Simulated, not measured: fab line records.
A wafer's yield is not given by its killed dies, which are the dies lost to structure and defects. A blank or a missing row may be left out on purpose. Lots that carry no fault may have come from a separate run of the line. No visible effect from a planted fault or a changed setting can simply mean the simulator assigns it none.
Problem report, 8D (eight disciplines) form, completed by code / flow n5Finfet / the parts of the form that need people (team, actions taken, sign-off) are left out

1. THE ISSUE
susceptorTempC at N5_BEOL_M8_ALD_77 reads a mean of 256.37 C on 6 wafers of 2 lots; wafers without a fault read 275.00 C with a standard deviation of 0.18. That is -99 or more standard deviations from the usual mean.
The step: deposits TaN, target thk 2 nm, pulse time 2 s, purge time 3 s.
The first sign was on wafer L118.1 at day 11 17:59, on aldMetal-04. Wafers with a number at this step in the record: 30, from 10 lots. Rule for "out" (also "out of limits"): further than 4 standard deviations from the usual mean. Any other wafer with a number is counted as sound.

2. WHAT IT IS, AND WHAT IT ISN'T
question=which readings at this step | is=susceptorTempC | is not=chamberPressureTorr, precursorVesselCarrierSccm
question=which lots | is=L118, L123 | is not=L112, L113, L114, L117, L124, L125, L127, L131
question=which wafers of those lots | is=all that have a number | is not=-
question=read on which tools | is=aldMetal-04 | is not=aldMetal-02, aldMetal-03
question=when | is=from day 11 17:59 | is not=up to then (12 sound wafers); but 12 sound wafers of L124, L125, L127, L131 came after

3. THE SUSPECTS, EACH WITH WHAT RULES IT OUT
Counting: a tool stays on the suspect list if, at a process step up to the reading, it processed all lots that are out and no sound lot following the first of them.
- aldMetal-04 at N5_BEOL_M8_ALD_77 (deposits TaN, target thk 2 nm, pulse time 2 s, purge time 3 s): kept. It ran every lot that is out, first L118 (day 11 17:59), and no sound lot after that; its last sound lot up to then is L117 (day 10 13:55). Its own readings are out on those wafers: susceptorTempC.
The count leaves aldMetal-04 at N5_BEOL_M8_ALD_77.

4. THE CAUSE (what the simulator had put in)
Drift in process parameters on aldMetal-04 at N5_BEOL_M8_ALD_77, starting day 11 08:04. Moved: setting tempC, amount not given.
After counting, this tool was the only one left.

5. SEQUENCE OF EFFECTS, ordered by route
Rows list readings where the struck wafers' mean (over those with a number) sits beyond 3 standard deviations from the usual. Only readings for which the record gives a usual standard deviation are gone through. hours: the time from each lot's start at the first step in this table that gives one to its start at this step, as a median over the lots. sigmas: the change in usual standard deviations.
hours=0; step=N5_BEOL_M8_ALD_77; reading=susceptorTempC; usual=275.00 C; on struck wafers=256.37; change=-18.63; sigmas=-99 or more
It contains these process steps:
- N5_BEOL_M8_ALD_77: deposits TaN, target thk 2 nm, pulse time 2 s, purge time 3 s.

6. WHAT WOULD HAVE CAUGHT IT SOONER
In this record the first reading out of limits was taken at day 11 17:59, 10 hours after the fault began at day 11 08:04.
